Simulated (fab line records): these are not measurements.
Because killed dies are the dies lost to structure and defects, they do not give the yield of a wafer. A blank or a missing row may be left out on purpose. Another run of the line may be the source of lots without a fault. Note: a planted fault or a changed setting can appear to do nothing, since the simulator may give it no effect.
Shared-tool check -- flow nand harc -- Sampled: 8 lots, 23 wafers

WHY IT WAS OPENED
Flagged at NHARC_END_SORT_01: reading killed at array, on 2 of 8 lots. Wafers without a fault read 55, standard deviation 19.
Rule: a lot is flagged in two cases, either no wafer of it has a number, or all its wafers with numbers fall more than 4 standard deviations from that mean. The other lots count as sound.

lot,measured,on,"killed at array, wafer by wafer",flag
L760,day 25 16:00,prober-01,671 673 672,FLAGGED
L761,day 26 18:12,prober-02,673 670 675,FLAGGED
L769,day 29 12:03,prober-01,55 60 60,
L771,day 30 14:07,prober-01,44 47 37,
L772,day 30 19:56,prober-02,58 62 53,
L773,day 31 21:59,prober-02,103 96,
L778,day 33 05:57,prober-02,66 77 63,
L777,day 33 06:01,prober-01,52 36 56,
Average over the flagged lots: 672; offset from the usual +617, equal to +32 standard deviations.

TOOL THAT RAN EACH LOT
3 process steps preceding the reading are held in the record, out of 1302 steps in the route. Each cell gives the tool, then ch followed by the chambers the sampled wafers passed through, then the start.
lot,flag,NHARC_A_CONTACT_DESCUM_74,NHARC_A_CONTACT_ETCH_75,NHARC_A_CONTACT_ETCH_129
L760,FLAGGED,"rie diel-01 ch 0,2,3, day 23 06:55","rie diel-01 ch 0,1,3, day 23 07:00","har cap etch-02 ch 0,1, day 23 09:22"
L761,FLAGGED,"rie diel-06 ch 1,2,3, day 24 00:27","rie diel-06 ch 0,2,3, day 24 00:32","har cap etch-02 ch 0,1, day 24 02:53"
L769,,"rie diel-04 ch 1,2, day 26 21:41","rie diel-04 ch 0,1, day 26 21:47","har cap etch-02 ch 0,1, day 27 00:13"
L771,,"rie diel-04 ch 0,1, day 28 01:11","rie diel-04 ch 0,1,3, day 28 01:16","har cap etch-01 ch 0,1, day 28 03:38"
L772,,"rie diel-01 ch 1,3, day 28 05:30","rie diel-01 ch 0,2,3, day 28 05:35","har cap etch-02 ch 0,1, day 28 08:14"
L773,,"rie diel-04 ch 1,2, day 29 05:46","rie diel-04 ch 1,2, day 29 05:53","har cap etch-03 ch 0,1, day 29 08:34"
L778,,"rie diel-01 ch 0,2,3, day 30 14:32","rie diel-01 ch 1,2,3, day 30 14:38","har cap etch-02 ch 0,1, day 30 17:00"
L777,,"rie diel-01 ch 0,1,2, day 30 17:07","rie diel-01 ch 1,2, day 30 17:13","har cap etch-01 ch 0,1, day 30 19:51"
What the steps here do:
- NHARC_A_CONTACT_DESCUM_74: chemistry O2, time 3 s.
- NHARC_A_CONTACT_ETCH_75: etches the open film in CF4, target depth 39 nm, time 65 s.
- NHARC_A_CONTACT_ETCH_129: etches the open film in C4F8/O2/Ar, time 197 s, target depth 1918 nm.
- NHARC_END_SORT_01

FLAGGED OVER TOTAL, TOOL BY TOOL (the gauges that took the reading come last)
step,tool,lots run,flagged,share of the flagged lots,sound lots run after its first flagged lot
NHARC_A_CONTACT_DESCUM_74,rie diel-01,4,1,some,"3 (L772,L778,L777)"
NHARC_A_CONTACT_DESCUM_74,rie diel-04,3,0,none,-
NHARC_A_CONTACT_DESCUM_74,rie diel-06,1,1,some,0
NHARC_A_CONTACT_ETCH_75,rie diel-01,4,1,some,"3 (L772,L778,L777)"
NHARC_A_CONTACT_ETCH_75,rie diel-04,3,0,none,-
NHARC_A_CONTACT_ETCH_75,rie diel-06,1,1,some,0
NHARC_A_CONTACT_ETCH_129,har cap etch-01,2,0,none,-
NHARC_A_CONTACT_ETCH_129,har cap etch-02,5,2,all,"3 (L769,L772,L778)"
NHARC_A_CONTACT_ETCH_129,har cap etch-03,1,0,none,-
NHARC_END_SORT_01,prober-01,4,1,some,"3 (L769,L771,L777)"
NHARC_END_SORT_01,prober-02,4,1,some,"3 (L772,L773,L778)"

THE TABLE: WHAT IT ALLOWS
Rows of the table that ran each flagged lot: 1, that is har cap etch-02 at NHARC_A_CONTACT_ETCH_129.
- har cap etch-02 at NHARC_A_CONTACT_ETCH_129: 2 of its 5 lots flagged. Sound lots followed the first flagged one (L769, L772, L778) on it, something a lasting fault affecting the whole tool could not allow. On the flagged lots its readings are blank where sound lots have values: chamber pressure mTorr, oes air line au.
There is no row in the table that ran each flagged lot and no sound lot after the first.

WHAT THE SIMULATOR PUT IN
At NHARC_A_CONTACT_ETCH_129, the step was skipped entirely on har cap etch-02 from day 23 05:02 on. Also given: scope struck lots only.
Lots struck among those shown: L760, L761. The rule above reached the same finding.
